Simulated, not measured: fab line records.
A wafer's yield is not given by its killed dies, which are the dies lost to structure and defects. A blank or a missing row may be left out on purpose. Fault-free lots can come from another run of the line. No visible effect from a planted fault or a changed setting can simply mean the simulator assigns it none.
fab line records	flow nand_harc
record lots=6	wafers=14	last_day=32
route steps=1302 shown A_CHANNEL_FILL_D2@621 END@1302
lots that met no fault: from a run of the same line without faults
start_h: the number of hours between the record's first day and the start of the first shown wafer of the lot	wait_h: hours elapsed since this lot's preceding step	" same as the row above	L1.1+2: one row covering several wafers at once	- no value, or no start was given	* or withheld: withheld	< > ~ a bound
route shown NAME@n: names a module that has steps shown in the file, with the first one's number in the route	usual: mean and standard deviation over wafers with no fault	same: alike in all rows	chamber/n: place in a boat	sites: per-site readings	_std_site: standard deviation of those values	_edge_site: mean of outer sites minus mean of inner sites	radius_mm: how far each site lies from the wafer's centre	mask NAME#n: copy n	behind: the most recent tool/chamber to have shaped the wafer	hold: the reason the lot was held/the length of the hold in hours/how it ended	device: whichever transistor did not switch (one of n, p or np)	end of line: the route-end tests of the same wafers	for a step that has no rows: nothing shown but its recipe	killed: the dies lost at the first sort to structure and to defects; this is not the yield of the wafer	map: a wafer's dies, marking killed ones x, the rest . and places with no die _
set.NAME: the setting the step ran with; set.NAME@STEP: the setting that earlier step ran with	model.NAME: the simulator's own value behind a step, which no gauge read
lots seen at some steps along the route; tables by step, rows by wafer
services: the hour from which a tool's chamber was out of use, counted from the record's first day as start_h (under 0 if before that day), plus the number of hours and why
## steps
# step NHARC_A_CHANNEL_FILL_D2_STRIP_28
# recipe time_s=20	o2_flow_sccm=500	ar_flow_sccm=0	bias_w=0	chemistry=O2
# usual drypump_motor_current_A=5.8/0.37	o2_flow_sccm=500.0/1.4	oes_product_au=1.001/0.0091	rf_vpp_V=58.0/0.97	showerhead_plenum_p_Torr=3.57/0.17	throttle_valve_pct=17.038/0.0079
lot.wafer	tool	chamber	start_h	wait_h	drypump_motor_current_A	o2_flow_sccm	oes_product_au	rf_hours_counter_h	rf_vpp_V	showerhead_plenum_p_Torr	throttle_valve_pct
L939.4	rie_diel-07	3	346.95	0.1	6.2	499.4	1.004	7	59.1	3.63	17.039
L939.3	"	2	"	"	6.1	499.0	0.998	8	57.7	3.80	17.050
L939.5	"	3	"	"	6.3	499.5	1.002	-	58.2	3.63	17.034
L941.1	rie_diel-07	2	364.96	0.1	6.1	498.3	0.991	11	60.4	3.80	17.054
L941.5	"	2	"	"	6.1	500.9	0.998	-	57.9	3.80	17.053
L941.4	"	3	"	"	6.3	500.7	1.013	-	59.5	3.63	17.037
L951.3	rie_diel-13	0	463.56	0.1	5.1	502.5	1.023	2	59.2	3.55	17.048
L952.1	rie_diel-07	2	485.34	0.1	6.1	497.7	1.006	0	59.3	3.79	17.046
L956.2	rie_diel-09	1	513.17	0.1	6.2	496.7	1.012	0	58.8	3.58	17.043
L956.6	"	2	"	"	6.2	500.9	1.001	-	58.6	3.42	17.045
L956.5	"	1	"	"	6.2	498.6	1.009	-	58.4	3.58	17.044
L957.4	rie_diel-07	2	520.68	0.1	6.1	499.4	1.014	8	59.2	3.78	17.026
L957.5	"	3	"	"	6.3	500.3	1.004	-	55.9	3.61	17.040
L957.6	"	0	"	"	6.2	498.1	0.994	-	57.5	3.67	17.037
# step NHARC_A_CHANNEL_FILL_D2_PRECLEAN_21
# recipe time_s=30	chemistry=dHF
# step NHARC_A_CHANNEL_FILL_D2_SRD_23
# step NHARC_A_CHANNEL_FILL_D2_CVD_05
# recipe target_thk_a=50	temp_c=550	material=poly-Si
# step NHARC_A_CHANNEL_FILL_D2_ANNEAL_22
# recipe temp_c=620	time_s=7200
# step NHARC_A_CHANNEL_FILL_D2_ALD_25
# recipe target_thk_a=600	pulse_time_s=10	ald_cycles=600	temp_c=300	material=SiOx
# usual heater_power_w=460/60	precursor_pulse_height_rel=1.000/0.019
lot.wafer	tool	chamber	start_h	wait_h	heater_power_w	precursor_pulse_height_rel
L939.4	ald_hk-01	1	359.42	0.7	503	0.978
L939.3	"	2	"	"	529	0.987
L939.5	"	1	361.89	3.1	491	1.007
L941.4	ald_hk-01	3	376.95	0.7	342	1.015
L941.1	"	1	378.17	1.9	525	1.026
L941.5	"	3	379.39	3.1	345	0.989
L951.3	ald_hk-01	2	476.95	1.3	535	1.016
L952.1	ald_hk-02	0	499.05	1.9	544	0.967
L956.2	ald_hk-03	2	525.60	0.7	437	0.991
L956.6	"	1	527.46	2.5	416	0.987
L956.5	"	2	"	"	445	0.998
L957.4	ald_hk-01	1	534.55	1.3	493	0.969
L957.6	"	3	535.78	2.5	360	1.019
L957.5	"	0	"	"	448	0.983
# step NHARC_A_CHANNEL_FILL_D2_ETCHBACK_08
# recipe target_depth_a=2200	time_s=110	c4f8_flow_sccm=20	ar_flow_sccm=withheld	rf_w=600	bias_w=300	chemistry=C4F8
# usual oes_product_au=0.96/0.037	rf_fwd_power_W=596.7/1.9	rf_vpp_V=441/3.1
lot.wafer	tool	chamber	start_h	wait_h	oes_product_au	rf_fwd_power_W	rf_hours_counter_h	rf_vpp_V
L939.4	rie_diel-09	3	-	-	1.01	598.7	1	437
L939.3	"	0	"	"	1.02	596.8	1	437
L939.5	"	0	"	"	1.01	597.7	-	438
L941.4	rie_diel-09	2	-	-	0.92	598.0	2	438
L941.1	"	3	"	"	0.93	596.2	2	437
L941.5	"	2	"	"	0.93	597.8	-	440
L951.3	rie_diel-13	1	-	-	0.91	597.9	2	445
L952.1	rie_diel-13	3	-	-	0.93	593.5	3	445
L956.2	rie_diel-07	1	-	-	0.93	600.3	10	442
L956.6	"	2	"	"	0.93	597.4	-	445
L956.5	"	3	"	"	0.93	591.5	-	440
L957.5	rie_diel-09	2	-	-	0.96	597.7	-	439
L957.6	"	3	"	"	0.96	596.2	-	437
L957.4	"	1	"	"	0.96	596.8	-	442
# step NHARC_A_CHANNEL_FILL_D2_STRIP_29
# recipe time_s=20	o2_flow_sccm=500	ar_flow_sccm=0	bias_w=0	chemistry=O2
# usual drypump_motor_current_A=5.8/0.36	o2_flow_sccm=500.0/1.6	oes_product_au=1.002/0.011	rf_vpp_V=57.8/0.9	showerhead_plenum_p_Torr=3.55/0.17	throttle_valve_pct=17.036/0.0093
lot.wafer	tool	chamber	start_h	wait_h	drypump_motor_current_A	o2_flow_sccm	oes_product_au	rf_hours_counter_h	rf_vpp_V	showerhead_plenum_p_Torr	throttle_valve_pct
L939.4	rie_diel-09	0	-	-	5.9	497.4	1.018	1	57.8	3.37	17.046
L939.3	"	2	"	"	6.2	498.7	0.985	1	57.9	3.42	17.050
L939.5	"	1	"	"	6.2	499.9	1.012	-	57.8	3.58	17.033
L941.1	rie_diel-09	3	-	-	5.5	499.2	1.017	2	57.0	3.30	17.064
L941.4	"	0	"	"	5.9	499.3	1.019	1	56.8	3.37	17.037
L941.5	"	1	"	"	6.2	502.5	1.003	-	57.3	3.58	17.027
L951.3	rie_diel-13	3	-	-	5.8	498.3	0.995	3	58.8	3.76	17.031
L952.1	rie_diel-13	0	-	-	5.1	500.1	1.004	3	57.2	3.55	17.024
L956.2	rie_diel-07	1	-	-	5.9	501.2	0.993	10	58.6	3.67	17.037
L956.6	"	3	"	"	6.2	499.8	0.996	-	57.8	3.61	17.046
L956.5	"	0	"	"	6.1	499.9	0.994	-	58.0	3.67	17.043
L957.4	rie_diel-09	2	539.05	0.1	6.1	499.1	1.008	-	57.9	3.42	17.038
L957.6	"	3	"	"	5.5	502.4	1.022	-	56.7	3.30	17.044
L957.5	"	1	"	"	6.2	502.9	1.015	-	58.3	3.58	17.041
# step NHARC_A_CHANNEL_FILL_D2_PRECLEAN_30
# recipe time_s=30	chemistry=dHF
# step NHARC_A_CHANNEL_FILL_D2_SRD_31
# step NHARC_A_CHANNEL_FILL_D2_CVD_09
# recipe target_thk_a=1500	temp_c=620	pressure_mtorr=200	time_s=3000	material=poly-Si
# step NHARC_A_CHANNEL_FILL_D2_CMP_10
# recipe target_thk_nm=150
# usual edge_zone_pressure_frac=1.000/0.0049	motor_current_A=12.1/1	time_to_endpoint_s=15.8/2.1
lot.wafer	tool	chamber	start_h	wait_h	edge_zone_pressure_frac	motor_current_A	time_to_endpoint_s
L939.4	cmp-01	3	370.13	0.4	1.003	10.4	13.2
L939.3	"	0	"	"	1.008	13.0	17.1
L939.5	"	2	"	"	1.003	13.1	15.7
L941.1	cmp-03	1	387.71	0.4	1.000	13.1	16.5
L941.4	"	2	"	"	1.001	10.9	18.9
L941.5	"	0	"	"	0.999	11.2	18.6
L951.3	cmp-01	3	487.90	0.4	1.002	11.0	6.4
L952.1	cmp-01	1	508.56	0.5	1.011	12.7	6.4
L956.2	cmp-02	3	536.40	0.4	0.992	11.0	15.3
L956.5	"	3	"	"	0.989	12.7	18.0
L956.6	"	0	"	"	1.000	10.6	17.7
L957.4	cmp-02	2	544.67	0.4	1.001	12.3	15.3
L957.6	"	3	"	"	1.000	12.5	16.4
L957.5	"	0	"	"	1.000	10.6	15.4
# step NHARC_END_SORT_01
# recipe temp_c=25
# usual killed_at_array=64/16	killed_at_other=1.0/1.1	killed_at_periphery=3.5/2.3	killed_dies=69/17	killed_open=3.2/1.6	killed_short=2.4/1.6
# same gross_dies=677
lot.wafer	tool	chamber	start_h	wait_h	killed_at_array	killed_at_other	killed_at_periphery	killed_dies	killed_open	killed_short
L941.1	prober-01	0	590.69	2.5	78	2	2	82	2	0
L941.4	prober-01	0	593.11	3.4	58	1	6	65	4	0
L941.5	prober-01	0	593.91	3.7	80	1	3	84	2	5
# killed by level:class
L941.1 A_CHANNEL_HOLE_D2:chamber_film_flake=38 A_CHANNEL_HOLE_D1:chamber_film_flake=37 THIN_TSV:chamber_film_flake=2 P_CONTACT:geometric_particle:open=1 A_ONON_D1:geometric_particle:open=1 P_BONDPAD:chamber_film_flake=1 A_ZERO_WELL:chamber_film_flake=1 A_STAIRCASE:chamber_film_flake=1
L941.4 A_CHANNEL_HOLE_D1:chamber_film_flake=31 A_CHANNEL_HOLE_D2:chamber_film_flake=16 A_CONTACT:chamber_film_flake=6 P_M1:geometric_particle:open=2 A_STAIRCASE:chamber_film_flake=2 A_ONON_D1:geometric_particle:open=1 A_ONON_D2:geometric_particle:open=1 P_ZERO_WELL:chamber_film_flake=1
L941.5 A_CHANNEL_HOLE_D2:chamber_film_flake=33 A_CHANNEL_HOLE_D1:chamber_film_flake=32 A_CONTACT:chamber_film_flake=5 A_STAIRCASE:chamber_film_flake=3 A_ONON_D1:geometric_particle:short=2 P_GATE:chamber_film_flake=2 P_M0:geometric_particle:open=1 A_CHANNEL_HOLE_D1:geometric_particle:short=1
## services
tool	chamber	start_h	hours	kind
cmp-01	-	325.49	1.1	repair
cmp-02	-	330.71	4.0	pm
rie_diel-07	0	339.75	4.4	repair
rie_diel-13	-	342.00	9.0	pm
rie_diel-07	1	351.24	18.8	repair
rie_diel-07	0	352.07	4.7	repair
rie_diel-07	0	367.15	3.6	repair
rie_diel-13	2	379.69	4.1	repair
cmp-01	-	381.56	4.0	pm
rie_diel-13	1	403.31	17.0	repair
ald_hk-01	-	404.67	0.7	repair
rie_diel-07	-	408.07	0.4	repair
cmp-02	-	428.81	4.0	pm
rie_diel-09	-	436.53	0.5	repair
rie_diel-09	2	448.95	2.7	repair
rie_diel-07	1	455.60	10.1	repair
rie_diel-13	-	456.43	0.1	repair
rie_diel-09	-	469.42	0.8	repair
cmp-01	-	470.54	0.7	repair
rie_diel-07	-	471.20	9.0	pm
rie_diel-09	0	474.54	44.7	repair
rie_diel-09	-	497.13	9.0	pm
rie_diel-09	0	522.43	21.1	repair
cmp-02	-	526.81	4.0	pm
## key
first_sign step=NHARC_A_CHANNEL_FILL_D2_CMP_10	reading=time_to_endpoint_s	direction=down	sigmas=4.5	usual=*	struck=*
effect none on later readings
met_at NHARC_A_CHANNEL_FILL_D2_CMP_10
struck_wafers L951.3,L952.1
tester_left_out L951,L952
onset_between 370.13 487.90
fault kind=process_parameter_drift	tool=cmp-01	chamber=-	onset_h=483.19	steps=NHARC_A_CHANNEL_FILL_D2_CMP_10	channel=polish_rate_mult	offset=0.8	shape=step	end_h=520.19
# tester_left_out: of these lots the tester's yield and bins aren't shown, on N5 and GAA mostly nor the transistor test; their killed dies are dies lost to structure and defects alone, not to doping, threshold or leakage, so they don't give the yield
